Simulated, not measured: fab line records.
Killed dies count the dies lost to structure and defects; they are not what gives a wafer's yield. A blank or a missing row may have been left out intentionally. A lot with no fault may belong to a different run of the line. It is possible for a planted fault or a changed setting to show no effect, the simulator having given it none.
Chamber matching -- flow n5_finfet -- 4 sister chambers for N5_BEOL_M6_VIA_ETCH_34 on rie_diel-06
The step etches SiCOH lowk in C4F6/O2, target depth 126.3 nm, time 50.9 s. 18 wafers are shown with their chamber, then 9 later ones without.

WAFERS, EACH WITH ITS CHAMBER
wafer,chamber,drypump_motor_current_A (A),rf_vpp_V (V),showerhead_plenum_p_Torr (Torr)
L076.1,2,4.9,689,2.88
L076.2,0,5.8,661,2.76
L076.5,0,5.7,659,2.76
L082.1,3,6.0,662,2.80
L082.4,2,4.9,689,2.88
L082.5,0,5.8,658,2.75
L080.1,1,5.7,675,2.80
L080.4,2,4.9,688,2.88
L080.5,1,5.7,675,2.80
L084.2,1,5.7,674,2.79
L084.5,2,4.9,690,2.87
L084.6,1,5.7,674,2.79
L085.2,3,6.0,661,2.79
L085.3,2,4.9,689,2.87
L085.5,0,5.8,659,2.75
L091.1,1,5.8,673,2.79
L091.4,0,5.8,658,2.74
L091.5,0,5.8,660,2.74

SIGNATURES, as means of the wafers listed above
reading,chamber 0,chamber 1,chamber 2,chamber 3,scatter within a chamber
drypump_motor_current_A,5.783,5.720,4.900,6.000,0.0342
rf_vpp_V,659.17,674.20,689.00,661.50,0.931
showerhead_plenum_p_Torr,2.7500,2.7940,2.8760,2.7950,0.00702
Rule: for each reading, subtract the chamber's mean from the wafer's reading, divide by that reading's scatter and square the result; add these up over the readings and take the root, which gives the wafer's distance from the chamber. If the next closest chamber is less than 2 further off than the closest, the wafer can't be placed; otherwise it belongs to the closest. How the scatter is found: for the shown wafers, subtract from each reading the mean of its chamber, square and add these, divide the total by (wafers less chambers), then take the root.

WAFERS MISSING THEIR CHAMBER
wafer,drypump_motor_current_A (A),rf_vpp_V (V),showerhead_plenum_p_Torr (Torr)
L092.2,5.7,658,2.74
L092.4,6.0,663,2.79
L092.6,4.9,689,2.86
L094.1,6.0,661,2.79
L094.2,5.7,674,2.79
L094.4,5.8,658,2.74
L095.4,4.9,688,2.86
L095.5,6.0,662,2.78
L095.6,5.7,658,2.74

THE CHAMBER EACH PASSED THROUGH
wafer,from the rows above,in truth
L092.2,0,0
L092.4,3,3
L092.6,2,2
L094.1,3,3
L094.2,1,1
L094.4,0,0
L095.4,2,2
L095.5,3,3
L095.6,0,0
Placed correctly: 9 of 9. Can't be placed from these rows: 0. 0 placed wrongly.
